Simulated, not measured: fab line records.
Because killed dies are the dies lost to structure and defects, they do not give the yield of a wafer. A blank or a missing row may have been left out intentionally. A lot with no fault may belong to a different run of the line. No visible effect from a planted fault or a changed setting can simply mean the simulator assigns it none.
Split-lot trial    flow n5 finfet    7 lots, 21 wafers read, on a route of 1938 steps

SPLIT DETAILS
At N5_BEOL_M15_SPUTTER_44 (material Ta, target thk 15 nm, time 24.19 s), the setting power w was moved away from the recipe's 15000 W on 10 of the 21 wafers read, by -13.3% to +11.7%. All remaining wafers had this setting at the recipe value.

The reading is taken at the split's own step.

THE READING
Ta_of_BEOL_M15_SPUTTER_44.thk nm (the simulator's own value, which no gauge read), in nm, at N5_BEOL_M15_SPUTTER_44 (material Ta, target thk 15 nm, time 24.19 s). The file does not state a usual value for it. Average 14.9 nm, standard deviation 0.15 nm, over the 11 wafers here run with the recipe.

wafer   tool, chamber at the split  power w as run, W  against the recipe  Ta_of_BEOL_M15_SPUTTER_44.thk nm, nm  against lot-mates on the recipe
L074.3  pvd sputter-03, -           16750              +11.7%              16.8                                  +1.9
L074.4  pvd sputter-03, -           15000              recipe              15                                    -
L074.6  pvd sputter-03, -           15000              recipe              14.8                                  -
L075.1  pvd sputter-03, -           15000              recipe              14.8                                  -
L075.2  pvd sputter-03, -           15790              +5.3%               15.6                                  +0.8
L075.3  pvd sputter-03, -           15790              +5.3%               15.6                                  +0.8
L077.2  pvd sputter-03, -           14290              -4.7%               14.2                                  -1.0
L077.3  pvd sputter-03, -           15000              recipe              15.2                                  -
L077.5  pvd sputter-03, -           14290              -4.7%               14.4                                  -0.8
L078.2  pvd sputter-02, -           16010              +6.7%               16.2                                  +1.2
L078.5  pvd sputter-02, -           16010              +6.7%               16                                    +1.0
L078.6  pvd sputter-02, -           15000              recipe              15                                    -
L087.1  pvd sputter-03, -           15000              recipe              15.2                                  -
L087.3  pvd sputter-03, -           15000              recipe              15                                    -
L087.4  pvd sputter-03, -           15000              recipe              14.8                                  -
L092.3  pvd sputter-01, -           13010              -13.3%              12.8                                  -2.0
L092.4  pvd sputter-01, -           15000              recipe              14.8                                  -
L092.6  pvd sputter-01, -           15000              recipe              14.8                                  -
L097.1  pvd sputter-02, -           15710              +4.7%               15.4                                  +0.6
L097.4  pvd sputter-02, -           15000              recipe              14.8                                  -
L097.5  pvd sputter-02, -           15710              +4.7%               15.6                                  +0.8

FIT RESULTS
A straight line over all 21 wafers: Ta_of_BEOL_M15_SPUTTER_44.thk nm changes by +0.154 nm for each +1% of power w; r = +0.98; the points scatter about the line by 0.16 nm.
The same after taking each lot's own level away (the mean of its wafers on the recipe; 21 wafers): +0.159 nm for each +1%; r = +0.99; scatter 0.11 nm.
On that fit, the largest move of power w shifts the reading by 2.1 nm.
Measured against the standard deviation above, the lots' own levels, which go from 14.80 to 15.20 nm, span 2.6 times it.
The two slopes are in agreement: the lot-to-lot level therefore moves the slope only a little.
Check: -2.23 nm against its lot-mates is what the line predicts for one of the wafers moved furthest among these (-13.3%) when that wafer is left out of the fit. It came out at -2 nm against them.

THESE WAFERS: OTHER SPLITS
Before the reading, these wafers also passed through other splits. Each is held against what the fit with the lots' levels taken away leaves over:
other split on the same wafers  wafers away from the commonest value  r with Ta_of_BEOL_M15_SPUTTER_44.thk nm (lot level and that fit taken away)
N5_BEOL_M15_ETCH_61 bias w      10                                    +0.35

THE FILE'S OWN FIT
Ta_of_BEOL_M15_SPUTTER_44.thk nm changes by +0.158 nm for each +1% of power w, r = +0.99.
